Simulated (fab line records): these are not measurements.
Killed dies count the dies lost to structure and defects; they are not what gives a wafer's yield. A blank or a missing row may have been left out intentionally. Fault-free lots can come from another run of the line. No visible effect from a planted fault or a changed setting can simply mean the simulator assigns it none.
A struck lot beside a sound one + flow n5 finfet + 16 steps out of a route of 1938
Sound: wafers L614.3, L614.4, L614.5. Wafers struck: L611.3, L611.4, L611.5. The cause is given at the end.
Each step with rows lists, per side, the tool, then ch with its chambers, then its first start. Under that, the readings that differ: sound wafers + struck wafers + difference of the means + sigmas: that difference in standard deviations of wafers without a fault.
alike: words and numbers the same on both sides, and readings whose means are apart by under 2 such deviations; not compared: readings that were withheld, readings missing a value for some wafer, numbers with overlapping values and no deviation given by the record, and bounds like >300 which may hide the same value.
A row with sigmas, a row that says differs or no value, or rows on one side alone: a step with any of these is where the two part. Numbers that have no deviation but don't overlap get no sigmas and don't part them. A reading missing from all wafers of one side parts the sides only when that side holds two or more wafers.

first, 4 steps without rows for these wafers: N5_HKMG_FIN_SOFTBAKE_44 (time 60 s); N5_HKMG_FIN_EXPOSE_46 (exposes mask NDIPOLE); N5_HKMG_FIN_PEB_47 (peb time 60 s); N5_HKMG_FIN_DEVELOP_48 (develop time 30 s).
N5_HKMG_FIN_CD_MEAS_49: the cd target is 202 nm.
  sound on cd sem-03 ch 0, day 9 19:37; struck on cd sem-01 ch 0, day 9 22:28
  alike: cd nm
N5_HKMG_FIN_OVL_MEAS_50:
  sound on overlay-02 ch 0, day 9 19:39; struck on overlay-02 ch 0, day 9 22:30
  alike: NDIPOLE_OVL
N5_HKMG_FIN_INSPECT_61: inspects for defects (macro).
  sound on defect inspect-02 at day 9 19:40; struck on defect inspect-02 at day 9 22:32
  alike: raw defect count
N5_HKMG_FIN_DESCUM_53: chemistry O2, time 7.9 s.
  sound on rie diel-04 ch 0,2,3, day 9 19:42; struck on rie diel-05 ch 0,1,2, day 9 22:35
  alike: drypump motor current A, oes product au, rf vpp V, showerhead plenum p Torr, throttle valve pct
  not compared: rf hours counter h
N5_HKMG_FIN_ETCH_54: etches SiARC in CF4, target depth 45.5 nm, time 75.8 s.
  sound on rie diel-04 ch 0,2,3, day 9 19:44; struck on rie diel-05 ch 0,1,2, day 9 22:38
  alike: drypump motor current A, etch rf on time s, oes product au, rf vpp V, showerhead plenum p Torr, throttle valve pct
  not compared: rf hours counter h
N5_HKMG_FIN_ETCH_55: etches SOC in N2/H2, target depth 240 nm, time 300 s.
  sound on rie diel-04 ch 0,2,3, day 9 19:47; struck on rie diel-05 ch 0,1,2, day 9 22:41
  alike: drypump motor current A, n2 flow sccm, oes product au, rf vpp V, run length s, showerhead plenum p Torr, throttle valve pct
  not compared: rf hours counter h
then, 1 step without rows for these wafers: N5_HKMG_FIN_STRIP_56 (strips in N2/H2).
N5_HKMG_FIN_STRIP_57: strips in CF4.
  sound on rie diel-04 ch 0,2,3, day 9 19:59; struck on rie diel-05 ch 0,1,2, day 9 22:52
  alike: drypump motor current A, oes product au, rf vpp V, showerhead plenum p Torr, throttle valve pct
  not compared: rf hours counter h
N5_HKMG_FIN_ETCH_58: etches SOC in N2/H2, target depth 215.8 nm, time 741 s.
  sound on rie diel-04 ch 0,2,3, day 9 20:00; struck on rie diel-05 ch 0,1,2, day 9 22:53
| reading                                   | sound             | struck            | difference | sigmas      |
|-------------------------------------------|-------------------|-------------------|------------|-------------|
| run length s (s)                          | 764.0 764.5 764.0 | 428.7 429.1 428.6 | -335.4     | -99 or more |
| model.etch.depth nm (nm)                  | 214 218.2 215.5   | 118.3 119.5 120   | -96.6      |             |
| model.SOC_of_HKMG_FIN_COAT_41.thk nm (nm) | 86.2 81.6 84.4    | 181.6 181 179.8   | +96.7      |             |
| model.HKMG_FIN.feature depth nm (nm)      | 214 218.2 215.4   | 118.2 119.6 120   | -96.6      |             |
  alike: drypump motor current A, n2 flow sccm, oes product au, rf vpp V, showerhead plenum p Torr, throttle valve pct
  not compared: rf hours counter h
N5_HKMG_FIN_STRIP_93: strips SOC in N2/H2, time 20 s.
  sound on rie diel-04 ch 0,2,3, day 9 20:26; struck on rie diel-05 ch 0,1,2, day 9 23:19
| reading                                   | sound          | struck            | difference | sigmas |
|-------------------------------------------|----------------|-------------------|------------|--------|
| model.SOC_of_HKMG_FIN_COAT_41.thk nm (nm) | 76.2 71.4 74.2 | 171.2 170.6 169.4 | +96.5      |        |
  alike: drypump motor current A, n2 flow sccm, oes product au, rf vpp V, showerhead plenum p Torr, throttle valve pct
  not compared: rf hours counter h
then, 1 step without rows for these wafers: N5_HKMG_FIN_WET_ETCH_76 (etches Al2O3 in dNH4OH, stops on La2O3, target depth 2.25 nm, rinse time 30 s).
-- here the record skips 11 days between the struck wafers' starts before and after, leaving off in module HKMG_FIN and picking up in module PASSIVATION (first step shown: number 1936 of the route) --
N5_PASSIVATION_PROBE_49:
  sound on prober-02 at day 19 22:21; struck on prober-02 at day 20 22:32
  alike: killed_at_M0_to_M3, killed_at_M4_up, killed at contacts, killed at front end, killed at other, killed dies, killed on rim, killed open, killed short

## WHERE THEY PART
At N5_HKMG_FIN_ETCH_58 and nowhere else, as far as this record goes. Later steps at which nothing parts them and some readings are alike: N5_HKMG_FIN_STRIP_93, N5_PASSIVATION_PROBE_49.

WHY: whatever the simulator had introduced
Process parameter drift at N5_HKMG_FIN_ETCH_58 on rie diel-05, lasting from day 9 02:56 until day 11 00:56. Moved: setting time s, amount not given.
